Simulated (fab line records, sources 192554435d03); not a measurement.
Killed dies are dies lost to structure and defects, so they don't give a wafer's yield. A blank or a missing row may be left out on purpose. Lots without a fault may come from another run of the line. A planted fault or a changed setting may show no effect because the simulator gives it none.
A struck lot beside a sound one | flow n5_finfet | 16 steps out of a route of 1938
Sound: wafers L133.2, L133.4, L133.6. Struck: wafers L140.1, L140.2, L140.4. The cause comes at the end.
At each step with rows: each side's tool, then ch and its chambers, then its first start. Under that, the readings that differ: sound wafers | struck wafers | difference of the means | sigmas: that difference in standard deviations of wafers without a fault.
alike: readings whose means differ by less than 2 such deviations, and words and numbers that are the same on both sides. not compared: withheld readings, readings that some wafer has no value for, bounds like >300 that may hide the same value, and numbers for which the record gives no deviation and whose values overlap.
The two part at a step that has a row with sigmas, a row that says differs or no value, or rows on one side only. Numbers that don't overlap but have no deviation are shown without sigmas and don't part them. A reading that every wafer of one side lacks parts them only if that side has two wafers or more.

first, 2 steps without rows for these wafers: N5_BEOL_M5_PEB_09 (peb time 60 s); N5_BEOL_M5_DEVELOP_10 (develop time 30 s).
N5_BEOL_M5_CD_MEAS_11: target cd 27.74 nm.
  sound on cd_sem-01 ch 0, day 8 07:20; struck on cd_sem-01 ch 0, day 10 01:50
  alike: cd_nm
N5_BEOL_M5_OVL_MEAS_12:
  sound on overlay-01 ch 0, day 8 07:23; struck on overlay-02 ch 0, day 10 01:52
  alike: M5_OVL
N5_BEOL_M5_INSPECT_13: inspects for defects (brightfield).
  sound on defect_inspect-02, day 8 07:26; struck on defect_inspect-01, day 10 01:56
  alike: raw_defect_count
N5_BEOL_M5_DESCUM_16: chemistry O2, time 7 s.
  sound on rie_diel-03 ch 1,2, day 8 07:28; struck on rie_diel-05 ch 1,2,3, day 10 01:58
  reading      | sound             | struck            | difference | sigmas
  rf_vpp_V (V) | 244.2 245.1 244.5 | 242.3 239.7 242.6 | -3.1       | -2
  alike: chamber_pressure_mTorr, drypump_motor_current_A, oes_product_au, showerhead_plenum_p_Torr, throttle_valve_pct
  not compared: rf_hours_counter_h
then, 1 step without rows for these wafers: N5_BEOL_M5_ETCH_72 (etches underlayer in N2/H2, target depth 6.5 nm, time 5.2 s).
N5_BEOL_M5_ETCH_61: etches SiARC in CF4, target depth 15.6 nm, time 26 s.
  sound on rie_diel-03 ch 1,2, day 8 07:31; struck on rie_diel-05 ch 1,2,3, day 10 02:01
  alike: cf4_flow_sccm, chamber_pressure_mTorr, drypump_motor_current_A, etch_rf_on_time_s, oes_product_au, rf_vpp_V, showerhead_plenum_p_Torr, throttle_valve_pct
  not compared: rf_hours_counter_h
N5_BEOL_M5_ETCH_62: etches SOC in N2/H2, target depth 75 nm, overetch 15 nm, time 112.5 s.
  sound on rie_diel-03 ch 1,2, day 8 07:32; struck on rie_diel-05 ch 1,2,3, day 10 02:02
  reading                        | sound                | struck               | difference | sigmas
  chamber_pressure_mTorr (mTorr) | 29.946 30.013 29.972 | 30.091 29.995 30.008 | +0.054     | +2
  alike: drypump_motor_current_A, h2_flow_sccm, oes_product_au, rf_vpp_V, showerhead_plenum_p_Torr, throttle_valve_pct
  not compared: rf_hours_counter_h
then, 2 steps without rows for these wafers: N5_BEOL_M5_STRIP_63 (strips in N2/H2); N5_BEOL_M5_STRIP_73 (strips in N2/H2).
N5_BEOL_M5_STRIP_64: strips in CF4.
  sound on rie_diel-03 ch 1,2, day 8 07:40; struck on rie_diel-05 ch 1,2,3, day 10 02:10
  alike: cf4_flow_sccm, chamber_pressure_mTorr, drypump_motor_current_A, oes_product_au, power_w, rf_vpp_V, showerhead_plenum_p_Torr, throttle_valve_pct
  not compared: rf_hours_counter_h
N5_BEOL_M5_HM_OPEN_17: chemistry Cl2/BCl3, target TiN, target depth 20 nm, overetch 6 nm.
  sound on rie_metal-02 ch 0,1, day 8 07:43; struck on rie_metal-03 ch 0,1, day 10 02:13
  no value came back on the struck wafers for any of 6 readings (bcl3_flow_sccm (sccm), bias_w (W) and others); on the sound wafers bcl3_flow_sccm (sccm) reads 21.81 21.82 21.85
  reading                                  | sound        | struck     | difference | sigmas
  model.SOC_of_BEOL_M5_COAT_59.thk_nm (nm) | 51.8 52 51.8 | 60 60 60.2 | +8         |
  not compared: rf_hours_counter_h
N5_BEOL_M5_STRIP_19: strips in O2.
  sound on rie_diel-03 ch 1,3, day 8 07:52; struck on rie_diel-01 ch 1,3, day 10 02:19
  reading                         | sound          | struck         | difference | sigmas
  showerhead_plenum_p_Torr (Torr) | 1.93 2.18 1.93 | 2.14 2.22 2.22 | +0.18      | +2
  alike: chamber_pressure_mTorr, drypump_motor_current_A, oes_product_au, rf_vpp_V, throttle_valve_pct
  not compared: rf_hours_counter_h
N5_BEOL_M5_CD_MEAS_18: pitch 56 nm, target cd 28 nm.
  sound on cd_sem-03, day 8 07:56; struck on cd_sem-02, day 10 02:23
  reading    | sound             | struck | difference                    | sigmas
  cd_nm (nm) | 28.08 28.14 28.18 | - - -  | no value on the struck wafers |
then, 1 step without rows for these wafers: N5_BEOL_M5_COAT_65 (time 60 s, resist thk 60 nm).

WHERE THEY PART
First at N5_BEOL_M5_DESCUM_16; last, within this record, at N5_BEOL_M5_CD_MEAS_18.

WHY: what the simulator had put in
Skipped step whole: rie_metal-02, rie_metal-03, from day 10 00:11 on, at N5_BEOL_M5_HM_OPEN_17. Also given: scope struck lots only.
